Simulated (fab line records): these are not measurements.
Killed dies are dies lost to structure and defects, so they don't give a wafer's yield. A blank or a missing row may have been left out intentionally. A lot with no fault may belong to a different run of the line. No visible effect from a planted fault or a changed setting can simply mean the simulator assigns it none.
Chamber matching    flow n5-finfet    rie-diel-01 running N5_BEOL_M12_ETCH_38: 4 sister chambers
The step etches SiCN in CF4/N2, target depth 68.7 nm, time 73.4 s. 18 wafers are shown with their chamber, then 9 later ones without.

WAFERS WITH THEIR CHAMBER
wafer   chamber  showerhead-plenum-p-Torr (Torr)  drypump-motor-current-A (A)  oes-product-au (a.u.)
L076.1  2        2.35                             5.0                          0.91
L076.2  0        2.24                             6.5                          0.80
L076.4  1        2.10                             5.7                          0.69
L075.3  2        2.35                             5.0                          0.89
L075.4  3        2.28                             5.7                          0.71
L075.6  0        2.24                             6.5                          0.80
L077.1  3        2.28                             5.7                          0.71
L077.2  0        2.24                             6.5                          0.79
L077.5  0        2.24                             6.5                          0.80
L078.2  2        2.35                             5.1                          0.89
L078.3  1        2.09                             5.7                          0.69
L078.5  0        2.24                             6.5                          0.78
L081.2  1        2.09                             5.8                          0.68
L081.3  0        2.24                             6.5                          0.78
L081.6  0        2.24                             6.5                          0.79
L087.1  0        2.23                             6.5                          0.76
L087.4  3        2.27                             5.7                          0.69
L087.5  0        2.23                             6.5                          0.76

SIGNATURES (averages over the wafers above)
reading                   chamber 0  chamber 1  chamber 2  chamber 3  scatter within a chamber
showerhead-plenum-p-Torr  2.2378     2.0933     2.3500     2.2767     0.00454
drypump-motor-current-A   6.500      5.733      5.033      5.700      0.0309
oes-product-au            0.7844     0.6867     0.8967     0.7033     0.0137
Rule: a wafer's distance from a chamber is the root of the sum, over the readings, of the square of ((its reading less the chamber's mean) divided by the reading's scatter). If the next closest chamber is less than 2 further off than the closest, the wafer can't be placed; otherwise it belongs to the closest. How the scatter is found: for the shown wafers, subtract from each reading the mean of its chamber, square and add these, divide the total by (wafers less chambers), then take the root.

WAFERS WITH NO CHAMBER GIVEN
wafer   showerhead-plenum-p-Torr (Torr)  drypump-motor-current-A (A)  oes-product-au (a.u.)
L089.3  2.27                             5.7                          0.69
L089.4  2.23                             6.5                          0.75
L089.6  2.34                             5.0                          0.85
L091.2  2.23                             6.5                          0.75
L091.3  2.34                             5.0                          0.84
L091.5  2.23                             6.5                          0.76
L097.2  2.33                             5.1                          0.83
L097.3  2.27                             5.7                          0.93
L097.4  2.35                             5.8                          0.91

EACH ONE'S CHAMBER
wafer    from the rows above   in truth
L089.3   3                     3
L089.4   0                     0
L089.6   2                     2
L091.2   0                     0
L091.3   2                     2
L091.5   0                     0
L097.2   2                     2
L097.3   3                     3
L097.4   3                     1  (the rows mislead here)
Correctly placed: 8 of 9. Left unplaced by these rows: 0. 1 placed wrongly.
